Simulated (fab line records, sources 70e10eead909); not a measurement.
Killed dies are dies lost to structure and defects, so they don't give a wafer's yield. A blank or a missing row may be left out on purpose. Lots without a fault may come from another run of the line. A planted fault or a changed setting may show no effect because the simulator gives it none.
Tool commonality check | flow nand_harc | 6 lots, 18 wafers sampled

WHY IT WAS OPENED
At NHARC_END_SORT_01 the reading killed_at_periphery is flagged on 1 of 6 lots. Wafers without a fault read 2.9, standard deviation 1.9.
Rule: a lot is flagged when every wafer of it that has a number lies more than 4 standard deviations from that mean, or none has a number. The other lots count as sound.

lot  | measured     | on        | killed_at_periphery, wafer by wafer | flag
L500 | day 19 13:11 | prober-01 | 4 6 3                               |
L507 | day 21 03:01 | prober-01 | 2 1 1                               |
L511 | day 22 02:30 | prober-02 | 652 642 647                         | FLAGGED
L518 | day 24 06:13 | prober-02 | 4 1 5                               |
L520 | day 24 16:22 | prober-01 | 6 3 1                               |
L521 | day 25 23:37 | prober-02 | 3 3 6                               |
The numbers of the flagged lots are 647.0 on average: +644.1 against the usual, or +99 or more standard deviations.

WHICH TOOL RAN EACH LOT
The record holds 4 process steps before the reading, out of a route of 1159 steps. In each cell: the tool, then ch and the chambers that the sampled wafers went through, then the start.
lot  | flag    | NHARC_P_GATE_DESCUM_48             | NHARC_P_GATE_STRIP_76                | NHARC_P_GATE_EXPOSE_88            | NHARC_P_GATE_RTA_80
L500 |         | rie_diel-04 ch 1,2,3, day 6 04:50  | plasma_asher-02 ch 1, day 6 07:08    | krf_scanner-01 ch 0, day 6 07:46  | rtp_anneal-01 ch 0, day 6 10:22
L507 |         | rie_diel-08 ch 1,3, day 6 23:54    | plasma_asher-02 ch 0,1, day 7 02:18  | krf_scanner-01 ch 0, day 7 03:05  | rtp_anneal-02 ch 0, day 7 05:58
L511 | FLAGGED | rie_diel-04 ch 1,2,3, day 8 14:32  | plasma_asher-01 ch 0,1, day 8 17:02  | krf_scanner-04 ch 0, day 8 17:49  | rtp_anneal-01 ch 0, day 8 20:24
L518 |         | rie_diel-08 ch 0,1,3, day 10 05:26 | plasma_asher-02 ch 0,1, day 10 07:52 | krf_scanner-01 ch 0, day 10 08:31 | rtp_anneal-01 ch 0, day 10 11:07
L520 |         | rie_diel-04 ch 0,1,2, day 10 12:45 | plasma_asher-01 ch 0,1, day 10 15:03 | krf_scanner-04 ch 0, day 10 15:49 | rtp_anneal-01 ch 0, day 10 18:28
L521 |         | rie_diel-07 ch 0,2, day 10 21:31   | plasma_asher-02 ch 0,1, day 10 23:55 | krf_scanner-01 ch 0, day 11 00:40 | rtp_anneal-01 ch 0, day 11 03:19
What these steps do:
- NHARC_P_GATE_DESCUM_48: chemistry O2, time 3 s.
- NHARC_P_GATE_STRIP_76: strips in O2.
- NHARC_P_GATE_EXPOSE_88: exposes mask P HVN, target cd 2000 nm.
- NHARC_P_GATE_RTA_80: time 30 s.
- NHARC_END_SORT_01

FLAGGED OVER TOTAL, TOOL BY TOOL (the gauges that took the reading come last)
step                   | tool            | lots run | flagged | share of the flagged lots | sound lots run after its first flagged lot
NHARC_P_GATE_DESCUM_48 | rie_diel-04     | 3        | 1       | all                       | 1 (L520)
NHARC_P_GATE_DESCUM_48 | rie_diel-07     | 1        | 0       | none                      | -
NHARC_P_GATE_DESCUM_48 | rie_diel-08     | 2        | 0       | none                      | -
NHARC_P_GATE_STRIP_76  | plasma_asher-01 | 2        | 1       | all                       | 1 (L520)
NHARC_P_GATE_STRIP_76  | plasma_asher-02 | 4        | 0       | none                      | -
NHARC_P_GATE_EXPOSE_88 | krf_scanner-01  | 4        | 0       | none                      | -
NHARC_P_GATE_EXPOSE_88 | krf_scanner-04  | 2        | 1       | all                       | 1 (L520)
NHARC_P_GATE_RTA_80    | rtp_anneal-01   | 5        | 1       | all                       | 3 (L518,L520,L521)
NHARC_P_GATE_RTA_80    | rtp_anneal-02   | 1        | 0       | none                      | -
NHARC_END_SORT_01      | prober-01       | 3        | 0       | none                      | -
NHARC_END_SORT_01      | prober-02       | 3        | 1       | all                       | 2 (L518,L521)

WHAT THE TABLE ALLOWS
5 rows of the table ran every flagged lot: rie_diel-04 at NHARC_P_GATE_DESCUM_48, plasma_asher-01 at NHARC_P_GATE_STRIP_76, krf_scanner-04 at NHARC_P_GATE_EXPOSE_88, rtp_anneal-01 at NHARC_P_GATE_RTA_80, prober-02 at NHARC_END_SORT_01.
- rie_diel-04 at NHARC_P_GATE_DESCUM_48: 1 of its 3 lots flagged. Sound lots ran on it after the first flagged one (L520), which a lasting fault on the whole tool wouldn't allow.
- plasma_asher-01 at NHARC_P_GATE_STRIP_76: 1 of its 2 lots flagged. Sound lots ran on it after the first flagged one (L520), which a lasting fault on the whole tool wouldn't allow.
- krf_scanner-04 at NHARC_P_GATE_EXPOSE_88: 1 of its 2 lots flagged. Sound lots ran on it after the first flagged one (L520), which a lasting fault on the whole tool wouldn't allow.
- rtp_anneal-01 at NHARC_P_GATE_RTA_80: 1 of its 5 lots flagged. Sound lots ran on it after the first flagged one (L518, L520, L521), which a lasting fault on the whole tool wouldn't allow.
- prober-02 at NHARC_END_SORT_01: 1 of its 3 lots flagged. Sound lots ran on it after the first flagged one (L518, L521), which a lasting fault on the whole tool wouldn't allow.
No row of the table ran every flagged lot and no sound lot after the first.

WHAT THE SIMULATOR HAD PUT IN
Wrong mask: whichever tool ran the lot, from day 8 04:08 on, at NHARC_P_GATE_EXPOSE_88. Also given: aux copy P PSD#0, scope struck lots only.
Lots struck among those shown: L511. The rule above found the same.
